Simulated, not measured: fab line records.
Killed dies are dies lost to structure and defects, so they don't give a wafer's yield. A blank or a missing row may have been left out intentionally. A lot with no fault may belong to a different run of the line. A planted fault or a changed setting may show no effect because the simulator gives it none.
Chamber matching | flow n5 finfet | 4 sister chambers for N5_BEOL_M15_CMP_49 on cmp-01
The step polishes, stops on SiO2, t overpolish 4.9 s, target thk 850 nm. 24 wafers are shown with their chamber, then 12 later ones without.

== WAFERS WITH THEIR CHAMBER ==
wafer  | chamber | motor current A (A) | overpolish run s (s) | barrier field endpoint s (s)
L075.2 | 1       | 9.1                 | 4.886                | 11.14
L075.3 | 3       | 8.8                 | 4.892                | 11.10
L075.6 | 0       | 9.9                 | 4.891                | 11.06
L076.1 | 1       | 10.2                | 4.875                | 11.39
L076.3 | 2       | 8.6                 | 4.899                | 11.17
L076.4 | 3       | 9.2                 | 4.879                | 11.53
L074.1 | 0       | 9.7                 | 4.901                | 10.95
L074.2 | 3       | 8.6                 | 4.911                | 10.85
L074.6 | 3       | 9.0                 | 4.909                | 11.28
L077.2 | 2       | 8.8                 | 4.888                | 11.33
L077.3 | 1       | 9.6                 | 4.892                | 11.31
L077.6 | 2       | 8.7                 | 4.888                | 11.57
L080.1 | 0       | 9.8                 | 4.897                | 11.41
L080.2 | 2       | 8.3                 | 4.896                | 11.27
L080.6 | 0       | 10.2                | 4.914                | 11.62
L079.1 | 3       | 8.8                 | 4.917                | 11.27
L079.5 | 1       | 9.8                 | 4.887                | 11.04
L079.6 | 0       | 10.4                | 4.905                | 11.33
L084.2 | 1       | 9.7                 | 4.905                | 10.91
L084.4 | 3       | 8.3                 | 4.898                | 11.10
L084.5 | 3       | 9.1                 | 4.907                | 11.55
L086.2 | 2       | 8.6                 | 4.896                | 11.54
L086.4 | 3       | 8.7                 | 4.903                | 11.33
L086.6 | 3       | 9.2                 | 4.885                | 11.42

SIGNATURES (means of the wafers above)
reading                  | chamber 0 | chamber 1 | chamber 2 | chamber 3 | scatter within a chamber
motor current A          | 10.000    | 9.680     | 8.600     | 8.856     | 0.303
overpolish run s         | 4.90160   | 4.88900   | 4.89340   | 4.90011   | 0.0104
barrier field endpoint s | 11.2740   | 11.1580   | 11.3760   | 11.2700   | 0.22
Rule: a wafer's distance from a chamber is the root of the sum, over the readings, of the square of ((its reading less the chamber's mean) divided by the reading's scatter). If the next closest chamber is less than 2 further off than the closest, the wafer can't be placed; otherwise it belongs to the closest. The scatter is the square root of a quotient: the sum, over the shown wafers, of each reading's squared deviation from its chamber's mean, divided by wafers minus chambers.

== WAFERS WITHOUT THEIR CHAMBER ==
wafer  | motor current A (A) | overpolish run s (s) | barrier field endpoint s (s)
L089.3 | 10.5                | 4.901                | 11.50
L089.4 | 8.7                 | 4.904                | 11.42
L089.5 | 9.8                 | 4.897                | 11.17
L092.2 | 9.3                 | 4.915                | 11.14
L092.3 | 10.1                | 4.896                | 11.08
L092.4 | 9.7                 | 4.909                | 11.60
L095.4 | 9.7                 | 4.883                | 11.64
L095.5 | 8.4                 | 4.911                | 11.43
L095.6 | 9.0                 | 4.894                | 11.62
L097.1 | 9.7                 | 4.894                | 11.25
L097.3 | 9.9                 | 4.888                | 11.55
L097.4 | 8.9                 | 4.907                | 11.36

== EACH ONE'S CHAMBER ==
wafer  | from the rows above               | in truth
L089.3 | can't be placed: 0 or 1           | 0
L089.4 | can't be placed: 3 or 2           | 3
L089.5 | can't be placed: 1 or 0           | 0
L092.2 | can't be placed: 3 or 0 or 1 or 2 | 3
L092.3 | can't be placed: 0 or 1           | 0
L092.4 | can't be placed: 0 or 1 or 3      | 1
L095.4 | can't be placed: 1 or 0 or 3 or 2 | 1
L095.5 | can't be placed: 2 or 3           | 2
L095.6 | can't be placed: 2 or 3 or 1      | 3
L097.1 | can't be placed: 1 or 0           | 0
L097.3 | can't be placed: 0 or 1           | 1
L097.4 | can't be placed: 3 or 2           | 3
Placed correctly: 0 of 12. Unplaceable from these rows: 12, with the true chamber sitting among the candidates in 12. Number placed wrongly: 0.
